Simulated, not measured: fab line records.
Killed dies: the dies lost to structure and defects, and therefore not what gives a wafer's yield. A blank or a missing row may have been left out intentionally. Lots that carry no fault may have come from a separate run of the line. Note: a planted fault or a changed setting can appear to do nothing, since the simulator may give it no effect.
A struck lot beside a sound one / flow n5-finfet / 14 out of 1938 route steps
Sound: wafers L981.2, L981.3, L981.5. Struck: wafers L986.5, L986.6. (L986.3 of the same lot was not struck and is left out.) The cause comes at the end.
Each step with rows lists, per side, the tool, then ch with its chambers, then its first start. Under that, the readings that differ: sound wafers / struck wafers / difference of the means / sigmas: that difference in standard deviations of wafers without a fault.
alike: words and numbers the same on both sides, and readings whose means are apart by under 2 such deviations; not compared: readings that were withheld, readings missing a value for some wafer, numbers with overlapping values and no deviation given by the record, and bounds like >300 which may hide the same value.
The two part at a step that has a row with sigmas, a row that says differs or no value, or rows on one side only. When numbers do not overlap yet have no deviation, they are printed without sigmas and do not part them. A reading missing from all wafers of one side parts the sides only when that side holds two or more wafers.

N5_BEOL_M8_STRIP_80: strips in N2/H2, time 10 s.
  sound on rie-diel-04 ch 0,2; struck on rie-diel-04 ch 2,3
  alike: drypump-motor-current-A, n2-flow-sccm, oes-product-au, rf-vpp-V, showerhead-plenum-p-Torr, throttle-valve-pct
  not compared: rf-hours-counter-h
N5_BEOL_M8_OCD_MEAS_38:
  struck on ocd-02, day 12 08:49; sound on ocd-01, day 10 23:07
  alike: trench-depth-nm
then, 4 steps without rows for these wafers: N5_BEOL_M8_HM_STRIP_39 (strips TiN in peroxide tin strip, target depth 25 nm, time 158 s); N5_BEOL_M8_SRD_40 (time 30 s); N5_BEOL_M8_PRECLEAN_42 (cleans in residue remover, time 60 s); N5_BEOL_M8_SRD_43 (time 30 s).
N5_BEOL_M8_CD_MEAS_35: target cd 40 nm.
  struck on cd-sem-01, day 12 08:58; sound on cd-sem-03, day 10 23:16
  alike: cd-nm
then, 1 step without rows for these wafers: N5_BEOL_M8_CURE_75 (cures SiCOH lowk, time 120 s).
N5_BEOL_M8_DEGAS_44: time 60 s.
  struck on pvd-sputter-01, day 12 09:56; sound on pvd-sputter-01, day 10 23:40
  alike: heater-power-w
N5_BEOL_M8_PRE_CLEAN_45: time 30 s.
  struck on pvd-sputter-01, day 12 09:58; sound on pvd-sputter-01, day 10 23:43
  alike: heater-power-w
N5_BEOL_M8_ALD_77: deposits TaN, target thk 2 nm, pulse time 2 s, purge time 3 s.
  sound on ald-metal-02 ch 0,2,3, day 10 23:46; struck on ald-metal-04 ch 0,1, day 12 10:02
  alike: heater-power-w
N5_BEOL_M8_SURFACE_TREAT_79:
  struck on pvd-sputter-03, day 12 10:21; sound on pvd-sputter-02, day 11 00:07
  not compared: throttle-valve-pct
N5_BEOL_M8_CVD_78: deposits Co from CCTBA/H2, target thk 2 nm, time 142.3 s.
  sound on cvd-co-02 ch 0,1,2, day 11 00:22; struck on cvd-co-01 ch 0,2, day 12 10:25
reading=run-length-s (s); sound=165.7 164.8 165.5; struck=268.9 267.7; difference=+103.0; sigmas=+99 or more
then, 1 step without rows for these wafers: N5_BEOL_M8_SPUTTER_48 (material Cu, target thk 10 nm, time 1.667 s).

== WHERE THEY PART ==
Only at N5_BEOL_M8_CVD_78, within this record.

WHY: the cause the simulator had injected
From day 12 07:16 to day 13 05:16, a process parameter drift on cvd-co-01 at N5_BEOL_M8_CVD_78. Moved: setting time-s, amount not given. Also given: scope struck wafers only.
